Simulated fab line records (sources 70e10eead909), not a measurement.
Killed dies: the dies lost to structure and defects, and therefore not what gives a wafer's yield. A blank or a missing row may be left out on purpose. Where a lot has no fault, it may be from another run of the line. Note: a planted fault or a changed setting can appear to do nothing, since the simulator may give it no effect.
A lot that was struck, set against a sound lot + flow nand_harc + 39 steps out of a route of 1159
Sound: wafers L646.2, L646.3, L646.5. Wafers struck: L638.1, L638.4, L638.5. The cause is named last.
Per side, at each step with rows, come the tool, then ch with its chambers, and then its first start. Under that, the readings that differ: sound wafers + struck wafers + difference of the means + sigmas: that difference in standard deviations of wafers without a fault.
alike: a reading whose means differ by less than 2 such deviations, as well as words and numbers matching on both sides. not compared: withheld readings; readings where some wafer has no value; bounds like >300 that might hide an equal value; numbers whose values overlap and for which the record gives no deviation.
The two part at a step that has a row with sigmas, a row that says differs or no value, or rows on one side only. Numbers that have no deviation but don't overlap get no sigmas and don't part them. A reading that every wafer of one side lacks parts them only if that side has two wafers or more.

first, 5 steps without rows for these wafers: NHARC_A_WL_FILL_SRD_14; NHARC_A_WL_FILL_ALD_19 (deposits TiN, target thk 2 nm, pulse time 3 s, ald cycles 100); NHARC_A_WL_FILL_CVD_20 (deposits W, target thk 75 nm, time 5064 s); NHARC_A_WL_FILL_CMP_12 (polishes, t overpolish 30 s, target thk 75 nm); NHARC_A_WL_FILL_SRD_31.
NHARC_A_WL_FILL_INSPECT_15:
  sound on defect_inspect-02 at day 21 19:49; struck on defect_inspect-01 at day 20 01:49
  alike: raw_defect_count
NHARC_A_CONTACT_DEP_24: deposits SiO2, target thk 500 nm.
  sound on pecvd-04 ch 2, day 21 19:53; struck on pecvd-04 ch 0,1, day 20 01:53
| reading                | sound          | struck         | difference | sigmas |
|------------------------|----------------|----------------|------------|--------|
| throttle_valve_pct (%) | 16.8 16.5 16.8 | 15.5 15.5 16.1 | -1.0       | -3     |
  alike: heater_power_w
  not compared: since_wet_clean_h
NHARC_A_CONTACT_DEP_28: deposits aC, target thk 3600 nm.
  sound on acl_dep-02 ch 0, day 21 21:02; struck on acl_dep-02 ch 0, day 20 02:29
  alike: throttle_valve_pct
NHARC_A_CONTACT_DEP_29: deposits SiON, target thk 70 nm.
  sound on pecvd-03 ch 0,1,2, day 21 23:20; struck on pecvd-04 ch 1,2, day 20 04:46
  alike: heater_power_w
  not compared: since_wet_clean_h
then, 10 steps without rows for these wafers: NHARC_A_CONTACT_DEHYDRATE_32 (time 120 s); NHARC_A_CONTACT_HMDS_33 (time 30 s); NHARC_A_CONTACT_COAT_34 (time 75 s); NHARC_A_CONTACT_COAT_35 (time 65 s); NHARC_A_CONTACT_COAT_36 (resist thk 90 nm); NHARC_A_CONTACT_SOFTBAKE_37 (time 55 s); NHARC_A_CONTACT_EBR_38; NHARC_A_CONTACT_EXPOSE_39 (exposes mask A CC 3); NHARC_A_CONTACT_PEB_40 (peb time 65 s); NHARC_A_CONTACT_DEVELOP_41 (develop time 35 s).
NHARC_A_CONTACT_CD_MEAS_42: the cd target is 200 nm.
  sound on cd_sem-01 ch 0, day 22 00:01; struck on cd_sem-02 ch 0, day 20 05:25
  alike: cd_nm
NHARC_A_CONTACT_OVL_MEAS_43:
  sound on overlay-02 at day 22 00:06; struck on overlay-02 at day 20 05:31
  alike: overlay_x_nm, overlay_y_nm
NHARC_A_CONTACT_INSPECT_44:
  sound on defect_inspect-01 at day 22 00:08; struck on defect_inspect-01 at day 20 05:32
  alike: raw_defect_count
NHARC_A_CONTACT_DESCUM_47: chemistry O2, time 3 s.
  sound on rie_diel-07 ch 2,3, day 22 00:12; struck on rie_diel-01 ch 1,2, day 20 05:37
  alike: drypump_motor_current_A, oes_product_au, rf_vpp_V, showerhead_plenum_p_Torr, throttle_valve_pct
  not compared: rf_hours_counter_h
then, 8 steps without rows for these wafers: NHARC_A_CONTACT_ETCH_48 (etches the open film in CF4, target depth 39 nm, time 65 s); NHARC_A_CONTACT_ETCH_49 (etches the open film in N2/H2, target depth 260 nm, time 475.3 s); NHARC_A_CONTACT_ETCH_50 (etches the open film in CF4/CHF3, target depth 84.7 nm, time 42.4 s); NHARC_A_CONTACT_ETCH_51 (etches the open film in O2/COS, target depth 3600 nm, time 936 s); NHARC_A_CONTACT_ETCH_111 (etches the open film in C4F8/O2/Ar, time 140 s, target depth 700 nm); NHARC_A_CONTACT_ETCH_112 (etches the open film in C4F8/O2/Ar, time 94 s, target depth 922 nm); NHARC_A_CONTACT_ETCH_113 (etches the open film in C4F8/O2/Ar, time 94 s, target depth 922 nm); NHARC_A_CONTACT_ETCH_114 (etches the open film in C4F8/O2/Ar, time 94 s, target depth 922 nm).
NHARC_A_CONTACT_ETCH_115: etches the open film in C4F8/O2/Ar, time 94 s, target depth 922 nm.
  sound on har_cap_etch-01 ch 0, day 22 01:57; struck on har_cap_etch-01 ch 0,1, day 20 07:26
  not compared: rf_hours_counter_h
then, 2 steps without rows for these wafers: NHARC_A_CONTACT_ETCH_116 (etches the open film in C4F8/O2/Ar, time 94 s, target depth 922 nm); NHARC_A_CONTACT_ETCH_117 (etches the open film in C4F8/O2/Ar, time 94 s, target depth 922 nm).
NHARC_A_CONTACT_ETCH_118: etches the open film in C4F8/O2/Ar, time 94 s, target depth 922 nm.
  sound on har_cap_etch-01 ch 0, day 22 02:14; struck on har_cap_etch-01 ch 0,1, day 20 07:43
  not compared: rf_hours_counter_h
then, 3 steps without rows for these wafers: NHARC_A_CONTACT_ETCH_119 (etches the open film in C4F8/O2/Ar, time 94 s, target depth 922 nm); NHARC_A_CONTACT_ETCH_120 (etches the open film in C4F8/O2/Ar, time 94 s, target depth 922 nm); NHARC_A_CONTACT_ETCH_121 (etches the open film in C4F8/O2/Ar, time 94 s, target depth 922 nm).
-- record jumps: 3 days between struck wafers' starts before vs after; left off in module A_CONTACT, resumes in module END, first step shown is number 1159 of the route --
NHARC_END_SORT_01:
  sound on prober-02 ch 0, day 24 23:43; struck on prober-01 ch 0, day 23 03:47
| reading         | sound    | struck                                                               | difference                   | sigmas |
|-----------------|----------|----------------------------------------------------------------------|------------------------------|--------|
| hold            | - - -    | await_dispo/2.7h/scrap await_dispo/2.7h/scrap await_dispo/2.7h/scrap | no value on the sound wafers |        |
| killed_at_array | 30 37 38 | 677 674 677                                                          | +641                         | +58    |
| killed_dies     | 37 41 42 | 677 677 677                                                          | +637                         | +58    |
  alike: killed_at_other, killed_at_periphery, killed_open, killed_short

WHERE THEY PART
First at NHARC_A_CONTACT_DEP_24; last, within this record, at NHARC_END_SORT_01.

WHY: whatever the simulator had introduced
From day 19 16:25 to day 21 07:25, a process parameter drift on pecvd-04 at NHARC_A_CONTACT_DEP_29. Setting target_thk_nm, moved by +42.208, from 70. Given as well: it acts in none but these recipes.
